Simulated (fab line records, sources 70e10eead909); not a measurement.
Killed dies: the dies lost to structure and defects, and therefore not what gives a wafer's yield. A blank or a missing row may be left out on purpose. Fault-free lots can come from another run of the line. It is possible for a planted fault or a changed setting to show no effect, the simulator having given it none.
Chamber matching || flow nand-harc || 4 sister chambers for NHARC_A_STAIRCASE_DESCUM_168 on rie-diel-06
The step chemistry O2, time 3 s. 4 wafers are shown with their chamber, then 10 later ones without.

== WAFERS WITH THEIR CHAMBER ==
{"wafer": "L085.2", "chamber": 2, "showerhead-plenum-p-Torr (Torr)": 2.06}
{"wafer": "L088.2", "chamber": 3, "showerhead-plenum-p-Torr (Torr)": 1.85}
{"wafer": "L089.2", "chamber": 0, "showerhead-plenum-p-Torr (Torr)": 1.85}
{"wafer": "L089.4", "chamber": 1, "showerhead-plenum-p-Torr (Torr)": 1.81}

== WAFERS WHOSE CHAMBER IS MISSING ==
{"wafer": "L089.5", "showerhead-plenum-p-Torr (Torr)": 1.81}
{"wafer": "L093.1", "showerhead-plenum-p-Torr (Torr)": 1.81}
{"wafer": "L093.2", "showerhead-plenum-p-Torr (Torr)": 1.84}
{"wafer": "L093.5", "showerhead-plenum-p-Torr (Torr)": 1.85}
{"wafer": "L096.1", "showerhead-plenum-p-Torr (Torr)": 2.05}
{"wafer": "L096.4", "showerhead-plenum-p-Torr (Torr)": 1.84}
{"wafer": "L096.6", "showerhead-plenum-p-Torr (Torr)": 1.84}
{"wafer": "L097.1", "showerhead-plenum-p-Torr (Torr)": 1.80}
{"wafer": "L097.3", "showerhead-plenum-p-Torr (Torr)": 1.84}
{"wafer": "L097.5", "showerhead-plenum-p-Torr (Torr)": 1.84}

== CHAMBER TAKEN BY EACH ==
{"wafer": "L089.5", "from the rows above": 1, "in truth": 1}
{"wafer": "L093.1", "from the rows above": 1, "in truth": 1}
{"wafer": "L093.2", "from the rows above": "can't be placed: 0 or 3", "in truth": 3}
{"wafer": "L093.5", "from the rows above": "can't be placed: 0 or 3", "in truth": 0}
{"wafer": "L096.1", "from the rows above": 2, "in truth": 2}
{"wafer": "L096.4", "from the rows above": "can't be placed: 0 or 3", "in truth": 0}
{"wafer": "L096.6", "from the rows above": "can't be placed: 0 or 3", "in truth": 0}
{"wafer": "L097.1", "from the rows above": 1, "in truth": 1}
{"wafer": "L097.3", "from the rows above": "can't be placed: 0 or 3", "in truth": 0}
{"wafer": "L097.5", "from the rows above": "can't be placed: 0 or 3", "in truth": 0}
Correct placement for 4 of the 10. From these rows, 6 cannot be placed; in 6 the true chamber is one of the candidates. Placed wrongly: 0.
How it was worked out, from the rows above alone: a wafer's distance from a chamber is the root of the sum, over the readings, of the square of ((its reading less the chamber's mean) divided by the reading's scatter). The wafer belongs to the nearest chamber; if the next one is less than 2 further off, it can't be placed. A chamber's mean is the mean of its shown wafers. The scatter (one wafer shown for each chamber): square how far every hidden wafer sits from the nearest shown wafer, average those squares and take the square root.
